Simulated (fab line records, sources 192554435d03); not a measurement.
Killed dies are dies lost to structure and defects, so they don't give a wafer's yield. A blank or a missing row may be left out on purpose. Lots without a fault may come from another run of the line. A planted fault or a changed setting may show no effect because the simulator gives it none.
Which tool did it? | flow n5_finfet | 9 lots, 25 wafers sampled, at 6 steps of a route of 1938

WHAT THE GAUGES READ, wafer by wafer
N5_BEOL_M0_SAQP_CD_MEAS_25: target cd 13.1 nm.
lot  | measured     | on        | cd_nm (nm)
L663 | day 6 01:51  | cd_sem-01 | 13.14 12.85 12.90
L665 | day 6 08:17  | cd_sem-02 | 12.61 12.87 12.60
L666 | day 6 19:31  | cd_sem-01 | 13.26 12.88 12.73
L669 | day 7 09:50  | cd_sem-02 | 12.46 12.77 12.85
L672 | day 8 08:40  | cd_sem-02 | 12.86 12.75 12.74
L674 | day 8 18:04  | cd_sem-01 | 12.90 12.41 13.04
L681 | day 10 11:57 | cd_sem-01 | 18.56 12.57 18.41
L684 | day 11 01:08 | cd_sem-03 | 18.23
L685 | day 11 04:59 | cd_sem-03 | 12.83 12.92 12.72

N5_BEOL_M4_RC_MEAS_101.
lot  | measured     | on        | DIBL_N (mV/V)  | DIBL_P (mV/V)  | IOFF_N (nA/um)    | IOFF_P (nA/um) | ION_N (uA/um) | ION_P (uA/um) | SS_N (mV/dec)  | SS_P (mV/dec)  | VT_N (mV)   | VT_P (mV)
L663 | day 8 06:20  | prober-01 | 36.9 36.2 36.3 | 35.9 35.2 34.8 | 0.156 0.148 0.152 | 0.20 0.19 0.18 | 667 675 658   | 456 457 453   | 71.5 71.4 71.5 | 72.8 73.0 72.6 | 250 251 253 | -250 -252 -252
L665 | day 8 09:32  | prober-01 | 37.8 35.9 36.7 | 37.3 34.2 36.4 | 0.161 0.137 0.148 | 0.24 0.19 0.22 | 666 672 654   | 464 462 454   | 71.8 72.3 71.5 | 73.8 72.5 73.3 | 249 250 253 | -246 -249 -247
L666 | day 9 00:53  | prober-02 | 34.6 36.3 35.7 | 34.7 36.2 35.8 | 0.141 0.157 0.162 | 0.19 0.21 0.21 | 683 676 677   | 467 466 469   | 70.9 72.1 71.3 | 72.6 73.3 72.5 | 250 249 249 | -252 -250 -249
L669 | day 9 09:17  | prober-01 | 41.1 36.9 38.0 | 40.4 36.6 37.7 | 0.279 0.175 0.186 | 0.29 0.21 0.23 | 694 679 684   | 470 460 465   | 72.1 71.8 72.0 | 74.6 73.2 74.4 | 245 249 247 | -248 -252 -251
L672 | day 10 05:15 | prober-01 | 38.4 35.0 34.1 | 39.8 35.6 34.0 | 0.223 0.157 0.149 | 0.27 0.22 0.19 | 690 676 677   | 473 471 467   | 71.5 71.9 71.1 | 73.7 73.3 72.8 | 245 247 247 | -246 -249 -251
L674 | day 11 05:29 | prober-01 | 33.0 36.2 33.8 | 32.4 35.5 33.0 | 0.104 0.145 0.109 | 0.15 0.18 0.15 | 660 664 668   | 446 456 453   | 70.9 71.4 71.1 | 72.5 73.0 72.2 | 255 252 256 | -254 -253 -254
L681 | day 12 13:10 | prober-01 | 36.9           | 39.2           | 0.187             | 0.23           | 673           | 463           | 72.0           | 74.5           | 249         | -252
L685 | day 14 09:27 | prober-01 | 36.2 36.6 34.8 | 36.8 36.4 36.0 | 0.181 0.180 0.168 | 0.23 0.23 0.23 | 684 680 686   | 469 468 473   | 71.1 70.9 71.5 | 73.3 72.5 73.6 | 247 246 244 | -247 -248 -247

WHICH TOOL RAN EACH LOT (tool, then ch and the chambers of the sampled wafers, then the start)
lot  | N5_BEOL_M0_SAQP_ETCH_84            | N5_BEOL_M0_SAQP_SPACER1_ALD_98   | N5_BEOL_M0_SAQP_MANDREL1_REMOVE_100 | N5_BEOL_M0_SAQP_ETCH_106
L663 | rie_diel-03 ch 0,1,2, day 6 00:22  | ald_sin-02 ch 0,1,2, day 6 01:11 | rie_si-05 ch 0,1,3, day 6 01:44     | rie_diel-03 ch 0,1,2, day 6 02:45
L665 | rie_diel-04 ch 0,3, day 6 06:36    | ald_sin-02 ch 0,1,3, day 6 07:35 | rie_si-05 ch 1,3, day 6 08:11       | rie_diel-03 ch 0,1,3, day 6 09:01
L666 | rie_diel-05 ch 1,2,3, day 6 18:03  | ald_sin-04 ch 0,1,3, day 6 18:51 | rie_si-05 ch 1,2,3, day 6 19:25     | rie_diel-04 ch 0,1,3, day 6 20:14
L669 | rie_diel-05 ch 0,3, day 7 08:07    | ald_sin-03 ch 2,3, day 7 08:58   | rie_si-01 ch 0,1,2, day 7 09:43     | rie_diel-04 ch 0,2, day 7 10:37
L672 | rie_diel-03 ch 1,2, day 8 06:09    | ald_sin-04 ch 0,2,3, day 8 07:53 | rie_si-06 ch 0,1,3, day 8 08:33     | rie_diel-04 ch 1,2,3, day 8 09:37
L674 | rie_diel-04 ch 2,3, day 8 16:08    | ald_sin-03 ch 1,2,3, day 8 17:16 | rie_si-05 ch 0,1,2, day 8 17:58     | rie_diel-05 ch 0,1,2, day 8 18:53
L681 | rie_diel-05 ch 0,2,3, day 10 10:28 | ald_sin-03 ch 1,2, day 10 11:16  | rie_si-05 ch 0,1, day 10 11:50      | rie_diel-05 ch 0,2,3, day 10 12:46
L684 | rie_diel-04 ch 1, day 10 23:22     | ald_sin-03 ch 1, day 11 00:28    | rie_si-05 ch 0, day 11 01:01        | rie_diel-05 ch 0, day 11 01:52
L685 | rie_diel-04 ch 0,1,2, day 11 03:29 | ald_sin-02 ch 1,3, day 11 04:19  | rie_si-01 ch 0,1,2, day 11 04:52    | rie_diel-05 ch 0,1, day 11 05:44
- N5_BEOL_M0_SAQP_ETCH_84: etches SOC in N2/H2, target depth 100 nm, overetch 20 nm, time 150 s.
- N5_BEOL_M0_SAQP_SPACER1_ALD_98: deposits SiO2, target thk 12.8 nm, pulse time 1 s, purge time 2 s.
- N5_BEOL_M0_SAQP_MANDREL1_REMOVE_100: chemistry HBr/Cl2/O2, target a-Si, stops on SiNx, bt time 10 s.
- N5_BEOL_M0_SAQP_ETCH_106: etches SOC in N2/H2, stops on SiNx, target depth 150 nm.

WHAT THE TOOLS THEMSELVES READ (means of the sampled wafers that have a number; where no wafer has one, the mark that the record gives instead)
N5_BEOL_M0_SAQP_ETCH_84.
lot  | tool        | drypump_motor_current_A (A) | oes_product_au (a.u.) | rf_vpp_V (V) | showerhead_plenum_p_Torr (Torr) | throttle_valve_pct (%)
L663 | rie_diel-03 | 5.7                         | 0.71                  | 525.8        | 2.61                            | 17.9
L665 | rie_diel-04 | 5.8                         | 0.68                  | 521.8        | 2.44                            | 17.7
L666 | rie_diel-05 | 5.5                         | 0.62                  | 522.6        | 2.51                            | 17.6
L669 | rie_diel-05 | 5.2                         | 0.68                  | 524.0        | 2.52                            | 17.4
L672 | rie_diel-03 | 5.5                         | 0.75                  | 527.1        | 2.68                            | 17.9
L674 | rie_diel-04 | 6.2                         | 0.65                  | 522.1        | 2.49                            | 18.1
L681 | rie_diel-05 | 5.4                         | 0.74                  | 524.2        | 2.55                            | 17.2
L684 | rie_diel-04 | 5.0                         | 0.63                  | 520.7        | 2.42                            | 17.9
L685 | rie_diel-04 | 5.5                         | 0.63                  | 521.4        | 2.44                            | 18.0

N5_BEOL_M0_SAQP_SPACER1_ALD_98.
lot  | tool       | heater_power_w (W) | precursor_pulse_height_rel
L663 | ald_sin-02 | 460                | 0.977
L665 | ald_sin-02 | 444                | 0.986
L666 | ald_sin-04 | 489                | 1.003
L669 | ald_sin-03 | 457                | 0.978
L672 | ald_sin-04 | 468                | 1.002
L674 | ald_sin-03 | 438                | 1.014
L681 | ald_sin-03 | 428                | 1.013
L684 | ald_sin-03 | 390                | 1.028
L685 | ald_sin-02 | 441                | 0.983

N5_BEOL_M0_SAQP_MANDREL1_REMOVE_100.
lot  | tool      | drypump_motor_current_A (A) | oes_product_au (a.u.) | throttle_valve_pct (%)
L663 | rie_si-05 | 5.8                         | 0.999                 | 36.4
L665 | rie_si-05 | 5.8                         | 0.998                 | 36.4
L666 | rie_si-05 | 6.0                         | 1.005                 | 36.7
L669 | rie_si-01 | 5.8                         | 0.993                 | 36.6
L672 | rie_si-06 | 5.8                         | 1.003                 | 36.6
L674 | rie_si-05 | 6.0                         | 1.008                 | 36.7
L681 | rie_si-05 | 5.9                         | 1.021                 | 36.2
L684 | rie_si-05 | 5.8                         | 1.013                 | 36.5
L685 | rie_si-01 | 5.8                         | 0.999                 | 36.6

N5_BEOL_M0_SAQP_ETCH_106.
lot  | tool        | drypump_motor_current_A (A) | oes_product_au (a.u.) | rf_vpp_V (V) | showerhead_plenum_p_Torr (Torr) | throttle_valve_pct (%)
L663 | rie_diel-03 | 5.7                         | 0.79                  | 242.1        | 2.61                            | 17.9
L665 | rie_diel-03 | 5.3                         | 0.75                  | 241.4        | 2.57                            | 18.1
L666 | rie_diel-04 | 5.4                         | 0.74                  | 238.8        | 2.43                            | 17.7
L669 | rie_diel-04 | 5.9                         | 0.70                  | 240.3        | 2.48                            | 18.0
L672 | rie_diel-04 | 5.8                         | 0.73                  | 239.4        | 2.46                            | 17.9
L674 | rie_diel-05 | 5.7                         | 0.74                  | 240.5        | 2.53                            | 17.5
L681 | rie_diel-05 | 5.4                         | 0.82                  | 242.4        | 2.55                            | 17.2
L684 | rie_diel-05 | 5.5                         | 0.85                  | 241.1        | 2.56                            | 17.1
L685 | rie_diel-05 | 5.6                         | 0.89                  | 241.2        | 2.62                            | 17.3

THE ANSWER, worked out from the rows above alone
Rule: what is usual is taken from the lots themselves. Put in order of their means at a reading, lots are off if they are a third of the lots or fewer, leave a main group of 4 or more, and stand apart from it by a gap of 3 or more times the standard deviation of the main group's means; of several such gaps the widest counts. A main group whose means are all the same, to the digits that the tables above print for the reading, isn't used. A lot without any number at a reading at which 4 lots or more have one is off too. The other lots that the step has rows for count as sound. The gauges are gone through in route order, then the tools' own readings, and for those a lot's mean is taken as printed above. The first step at which some lot is off is used, and at that step the reading that is off furthest; a lot without a number counts as furthest.
Off: L681, L684, at N5_BEOL_M0_SAQP_CD_MEAS_25 (cd_nm). The main group: mean 12.81 nm, standard deviation 0.1.
A tool fits if, at a process step before that reading, it ran every lot that is off, and no sound lot after the first of them. The gauges at N5_BEOL_M0_SAQP_CD_MEAS_25 are tried like those tools. Can't be told from this: 2 tools fit, ald_sin-03 at N5_BEOL_M0_SAQP_SPACER1_ALD_98, rie_si-05 at N5_BEOL_M0_SAQP_MANDREL1_REMOVE_100.

WHAT THE SIMULATOR HAD PUT IN
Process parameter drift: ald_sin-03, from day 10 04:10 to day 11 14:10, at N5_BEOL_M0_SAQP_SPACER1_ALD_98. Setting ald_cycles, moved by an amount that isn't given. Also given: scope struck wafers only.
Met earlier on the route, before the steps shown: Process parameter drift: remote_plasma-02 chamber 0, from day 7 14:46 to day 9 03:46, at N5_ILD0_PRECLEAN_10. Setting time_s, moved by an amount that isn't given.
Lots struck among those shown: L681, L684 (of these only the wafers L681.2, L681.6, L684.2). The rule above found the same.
